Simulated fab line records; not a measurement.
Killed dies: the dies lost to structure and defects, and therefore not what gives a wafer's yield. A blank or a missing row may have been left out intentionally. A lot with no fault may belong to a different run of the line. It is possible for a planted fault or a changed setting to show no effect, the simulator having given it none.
The tool behind it: which one? :: flow n5_finfet :: 12 lots, 36 wafers sampled, at 5 steps of a route of 1938

== WHAT EACH GAUGE READ, for each wafer ==
N5_DUMMY_GATE_OVL_MEAS_16.
lot: L075
measured: day 3 07:26
on: overlay-01
GATE_OVL (nm): 0.3 0.4 0.6

lot: L077
measured: day 3 21:11
on: overlay-02
GATE_OVL (nm): 0.8 0.3 0.7

lot: L079
measured: day 4 05:42
on: overlay-02
GATE_OVL (nm): 0.8 0.1 0.2

lot: L081
measured: day 4 18:33
on: overlay-02
GATE_OVL (nm): -0.1 0.9 0.5

lot: L083
measured: day 5 11:04
on: overlay-02
GATE_OVL (nm): -0.5 -0.3 -0.2

lot: L085
measured: day 5 21:22
on: overlay-01
GATE_OVL (nm): 0.1 0.0 0.2

lot: L087
measured: day 6 07:14
on: overlay-01
GATE_OVL (nm): -0.9 -0.6 -1.1

lot: L089
measured: day 6 16:11
on: overlay-02
GATE_OVL (nm): 0.5 -0.2 -0.5

lot: L091
measured: day 7 04:59
on: overlay-02
GATE_OVL (nm): 0.6 0.1 -0.5

lot: L093
measured: day 7 15:51
on: overlay-02
GATE_OVL (nm): 0.2 0.8 -0.7

lot: L095
measured: day 8 04:06
on: overlay-01
GATE_OVL (nm): 0.7 0.3 -0.1

lot: L097
measured: day 8 16:12
on: overlay-01
GATE_OVL (nm): -0.3 -0.4 0.9

== TOOL THAT RAN EACH LOT (tool first, then ch and the chambers of the sampled wafers, then the start) ==
lot: L075
N5_FIN_SAQP_MANDREL_ETCH_22: rie_si-06 ch 0,3, day 2 06:00
N5_FIN_SAQP_MANDREL_ETCH_58: rie_si-06 ch 0,1,2, day 2 08:16
N5_FIN_CUT_ETCH_20: rie_diel-05 ch 0,1, day 2 10:48
N5_FIN_CUT_PRECLEAN_35: vapor_etch-01 ch 0,1, day 2 11:32

lot: L077
N5_FIN_SAQP_MANDREL_ETCH_22: rie_si-01 ch 0,1, day 2 18:31
N5_FIN_SAQP_MANDREL_ETCH_58: rie_si-02 ch 1,3, day 2 20:48
N5_FIN_CUT_ETCH_20: rie_diel-05 ch 0,1, day 3 00:04
N5_FIN_CUT_PRECLEAN_35: vapor_etch-01 ch 0, day 3 00:36

lot: L079
N5_FIN_SAQP_MANDREL_ETCH_22: rie_si-01 ch 0,1, day 3 04:38
N5_FIN_SAQP_MANDREL_ETCH_58: rie_si-01 ch 0,1,2, day 3 07:13
N5_FIN_CUT_ETCH_20: rie_diel-04 ch 0,1, day 3 09:43
N5_FIN_CUT_PRECLEAN_35: vapor_etch-02 ch 0,1, day 3 10:14

lot: L081
N5_FIN_SAQP_MANDREL_ETCH_22: rie_si-01 ch 1,2, day 3 17:22
N5_FIN_SAQP_MANDREL_ETCH_58: rie_si-02 ch 1,3, day 3 19:40
N5_FIN_CUT_ETCH_20: rie_diel-05 ch 0,2,3, day 3 22:35
N5_FIN_CUT_PRECLEAN_35: vapor_etch-02 ch 0,1, day 3 23:05

lot: L083
N5_FIN_SAQP_MANDREL_ETCH_22: rie_si-02 ch 1,2,3, day 4 04:35
N5_FIN_SAQP_MANDREL_ETCH_58: rie_si-02 ch 1,3, day 4 07:28
N5_FIN_CUT_ETCH_20: rie_diel-05 ch 0,3, day 4 10:12
N5_FIN_CUT_PRECLEAN_35: vapor_etch-02 ch 0,1, day 4 10:42

lot: L085
N5_FIN_SAQP_MANDREL_ETCH_22: rie_si-02 ch 1,3, day 4 18:33
N5_FIN_SAQP_MANDREL_ETCH_58: rie_si-01 ch 2,3, day 4 21:44
N5_FIN_CUT_ETCH_20: rie_diel-04 ch 0,1,2, day 5 02:05
N5_FIN_CUT_PRECLEAN_35: vapor_etch-02 ch 0,1, day 5 02:53

lot: L087
N5_FIN_SAQP_MANDREL_ETCH_22: rie_si-01 ch 0,1,2, day 5 05:16
N5_FIN_SAQP_MANDREL_ETCH_58: rie_si-02 ch 1,3, day 5 07:32
N5_FIN_CUT_ETCH_20: rie_diel-05 ch 0,2, day 5 12:18
N5_FIN_CUT_PRECLEAN_35: vapor_etch-02 ch 0,1, day 5 12:49

lot: L089
N5_FIN_SAQP_MANDREL_ETCH_22: rie_si-01 ch 0,2,3, day 5 16:12
N5_FIN_SAQP_MANDREL_ETCH_58: rie_si-01 ch 0,1,3, day 5 18:33
N5_FIN_CUT_ETCH_20: rie_diel-04 ch 1,3, day 5 21:44
N5_FIN_CUT_PRECLEAN_35: vapor_etch-02 ch 0,1, day 5 22:14

lot: L091
N5_FIN_SAQP_MANDREL_ETCH_22: rie_si-01 ch 1,2,3, day 6 05:12
N5_FIN_SAQP_MANDREL_ETCH_58: rie_si-01 ch 1,3, day 6 07:43
N5_FIN_CUT_ETCH_20: rie_diel-04 ch 0,3, day 6 10:41
N5_FIN_CUT_PRECLEAN_35: vapor_etch-01 ch 0, day 6 11:21

lot: L093
N5_FIN_SAQP_MANDREL_ETCH_22: rie_si-06 ch 2,3, day 6 16:17
N5_FIN_SAQP_MANDREL_ETCH_58: rie_si-06 ch 0,1, day 6 18:36
N5_FIN_CUT_ETCH_20: rie_diel-04 ch 2,3, day 6 21:25
N5_FIN_CUT_PRECLEAN_35: vapor_etch-02 ch 0,1, day 6 21:56

lot: L095
N5_FIN_SAQP_MANDREL_ETCH_22: rie_si-02 ch 0,2,3, day 7 04:12
N5_FIN_SAQP_MANDREL_ETCH_58: rie_si-06 ch 0,1,3, day 7 06:08
N5_FIN_CUT_ETCH_20: rie_diel-04 ch 0,2,3, day 7 08:41
N5_FIN_CUT_PRECLEAN_35: vapor_etch-02 ch 0,1, day 7 09:11

lot: L097
N5_FIN_SAQP_MANDREL_ETCH_22: rie_si-02 ch 0,3, day 7 16:15
N5_FIN_SAQP_MANDREL_ETCH_58: rie_si-06 ch 0,1,2, day 7 18:23
N5_FIN_CUT_ETCH_20: rie_diel-05 ch 1,2, day 7 21:08
N5_FIN_CUT_PRECLEAN_35: vapor_etch-01 ch 0,1, day 7 21:40
- N5_FIN_SAQP_MANDREL_ETCH_22: etches a-Si in HBr/Cl2, stops on SiNx, target depth 60 nm, bt time 10 s, time 30 s.
- N5_FIN_SAQP_MANDREL_ETCH_58: etches a-Si in HBr/Cl2, stops on SiNx, target depth 45 nm, bt time 10 s, time 27 s.
- N5_FIN_CUT_ETCH_20: etches SiARC in CF4, target depth 26 nm, time 43.3 s.
- N5_FIN_CUT_PRECLEAN_35: cleans in vHF, time 13.3 s.

== THE ANSWER, worked out from the rows above alone ==
Rule: usual is defined by the lots themselves. The widest of any qualifying gaps counts: lots, ordered by their means at a reading, are off when they make up no more than a third of the lots, leave a main group of 4 or more, and stand apart from it by 3 or more times the standard deviation of that group's means. A main group is skipped when, at the precision printed for the reading in the tables above, its means are all equal. A lot without any number at a reading at which 4 lots or more have one is off too. Where the step has rows for the other lots, those lots are counted as sound.
Nothing can be told from this: no lot is off at any reading shown.

== WHAT THE SIMULATOR HAD INSERTED ==
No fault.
